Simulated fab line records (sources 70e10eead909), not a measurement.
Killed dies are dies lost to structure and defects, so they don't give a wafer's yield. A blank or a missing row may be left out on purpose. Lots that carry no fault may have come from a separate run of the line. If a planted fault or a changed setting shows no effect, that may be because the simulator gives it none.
Chamber matching :: flow nand harc :: rie diel-01 running NHARC_P_BONDPAD_DESCUM_11: 4 sister chambers
The step chemistry O2, time 3 s. 22 wafers are shown with their chamber, then 11 later ones without.

WAFERS WITH THEIR CHAMBER
wafer: L713.1
chamber: 1
drypump motor current A (A): 6.6
showerhead plenum p Torr (Torr): 1.90
oes product au (a.u.): 1.011

wafer: L713.2
chamber: 0
drypump motor current A (A): 5.3
showerhead plenum p Torr (Torr): 1.80
oes product au (a.u.): 1.012

wafer: L713.6
chamber: 1
drypump motor current A (A): 6.6
showerhead plenum p Torr (Torr): 1.90
oes product au (a.u.): 1.016

wafer: L717.1
chamber: 3
drypump motor current A (A): 5.9
showerhead plenum p Torr (Torr): 1.83
oes product au (a.u.): 1.009

wafer: L717.2
chamber: 2
drypump motor current A (A): 5.1
showerhead plenum p Torr (Torr): 1.86
oes product au (a.u.): 1.009

wafer: L717.5
chamber: 3
drypump motor current A (A): 5.9
showerhead plenum p Torr (Torr): 1.83
oes product au (a.u.): 1.016

wafer: L719.1
chamber: 1
drypump motor current A (A): 6.6
showerhead plenum p Torr (Torr): 1.89
oes product au (a.u.): 0.989

wafer: L719.4
chamber: 0
drypump motor current A (A): 5.3
showerhead plenum p Torr (Torr): 1.80
oes product au (a.u.): 0.991

wafer: L719.6
chamber: 2
drypump motor current A (A): 5.0
showerhead plenum p Torr (Torr): 1.86
oes product au (a.u.): 1.004

wafer: L723.1
chamber: 1
drypump motor current A (A): 6.6
showerhead plenum p Torr (Torr): 1.89
oes product au (a.u.): 1.001

wafer: L723.4
chamber: 2
drypump motor current A (A): 5.1
showerhead plenum p Torr (Torr): 1.86
oes product au (a.u.): 1.004

wafer: L723.5
chamber: 2
drypump motor current A (A): 5.1
showerhead plenum p Torr (Torr): 1.86
oes product au (a.u.): 1.003

wafer: L724.1
chamber: 1
drypump motor current A (A): 6.6
showerhead plenum p Torr (Torr): 1.89
oes product au (a.u.): 0.995

wafer: L724.5
chamber: 3
drypump motor current A (A): 5.9
showerhead plenum p Torr (Torr): 1.83
oes product au (a.u.): 1.012

wafer: L724.6
chamber: 0
drypump motor current A (A): 5.3
showerhead plenum p Torr (Torr): 1.80
oes product au (a.u.): 0.994

wafer: L725.1
chamber: 1
drypump motor current A (A): 6.6
showerhead plenum p Torr (Torr): 1.89
oes product au (a.u.): 1.000

wafer: L725.2
chamber: 2
drypump motor current A (A): 5.0
showerhead plenum p Torr (Torr): 1.86
oes product au (a.u.): 1.003

wafer: L725.4
chamber: 0
drypump motor current A (A): 5.3
showerhead plenum p Torr (Torr): 1.80
oes product au (a.u.): 0.997

wafer: L732.1
chamber: 2
drypump motor current A (A): 5.0
showerhead plenum p Torr (Torr): 1.86
oes product au (a.u.): 1.005

wafer: L732.2
chamber: 3
drypump motor current A (A): 5.9
showerhead plenum p Torr (Torr): 1.83
oes product au (a.u.): 1.007

wafer: L732.3
chamber: 0
drypump motor current A (A): 5.3
showerhead plenum p Torr (Torr): 1.80
oes product au (a.u.): 1.008

wafer: L733.3
chamber: 2
drypump motor current A (A): 5.1
showerhead plenum p Torr (Torr): 1.86
oes product au (a.u.): 0.995

SIGNATURES (averages over the wafers above)
reading: drypump motor current A
chamber 0: 5.300
chamber 1: 6.600
chamber 2: 5.057
chamber 3: 5.900
scatter within a chamber: 0.0309

reading: showerhead plenum p Torr
chamber 0: 1.8000
chamber 1: 1.8933
chamber 2: 1.8600
chamber 3: 1.8300
scatter within a chamber: 0.00272

reading: oes product au
chamber 0: 1.00040
chamber 1: 1.00200
chamber 2: 1.00329
chamber 3: 1.01100
scatter within a chamber: 0.0074
Rule: a wafer's distance from a chamber is the root of the sum, over the readings, of the square of ((its reading less the chamber's mean) divided by the reading's scatter). The wafer belongs to the nearest chamber; if the next one is less than 2 further off, it can't be placed. How the scatter is found: for the shown wafers, subtract from each reading the mean of its chamber, square and add these, divide the total by (wafers less chambers), then take the root.

WAFERS WITH NO CHAMBER GIVEN
wafer: L733.4
drypump motor current A (A): 5.3
showerhead plenum p Torr (Torr): 1.80
oes product au (a.u.): 0.999

wafer: L733.6
drypump motor current A (A): 5.1
showerhead plenum p Torr (Torr): 1.86
oes product au (a.u.): 1.004

wafer: L734.3
drypump motor current A (A): 6.6
showerhead plenum p Torr (Torr): 1.89
oes product au (a.u.): 1.003

wafer: L734.5
drypump motor current A (A): 6.6
showerhead plenum p Torr (Torr): 1.89
oes product au (a.u.): 1.005

wafer: L734.6
drypump motor current A (A): 5.0
showerhead plenum p Torr (Torr): 1.86
oes product au (a.u.): 1.003

wafer: L735.1
drypump motor current A (A): 5.9
showerhead plenum p Torr (Torr): 1.82
oes product au (a.u.): 1.017

wafer: L735.4
drypump motor current A (A): 5.3
showerhead plenum p Torr (Torr): 1.80
oes product au (a.u.): 1.011

wafer: L735.6
drypump motor current A (A): 5.9
showerhead plenum p Torr (Torr): 1.82
oes product au (a.u.): 1.018

wafer: L736.1
drypump motor current A (A): 5.9
showerhead plenum p Torr (Torr): 1.82
oes product au (a.u.): 1.025

wafer: L736.2
drypump motor current A (A): 5.1
showerhead plenum p Torr (Torr): 1.86
oes product au (a.u.): 0.992

wafer: L736.6
drypump motor current A (A): 5.3
showerhead plenum p Torr (Torr): 1.80
oes product au (a.u.): 0.993

CHAMBER TAKEN BY EACH
wafer: L733.4
from the rows above: 0
in truth: 0

wafer: L733.6
from the rows above: 2
in truth: 2

wafer: L734.3
from the rows above: 1
in truth: 1

wafer: L734.5
from the rows above: 1
in truth: 1

wafer: L734.6
from the rows above: 2
in truth: 2

wafer: L735.1
from the rows above: 3
in truth: 3

wafer: L735.4
from the rows above: 0
in truth: 0

wafer: L735.6
from the rows above: 3
in truth: 3

wafer: L736.1
from the rows above: 3
in truth: 3

wafer: L736.2
from the rows above: 2
in truth: 2

wafer: L736.6
from the rows above: 0
in truth: 0
Correctly placed: 11 of 11. Can't be placed from these rows: 0. Number placed wrongly: 0.
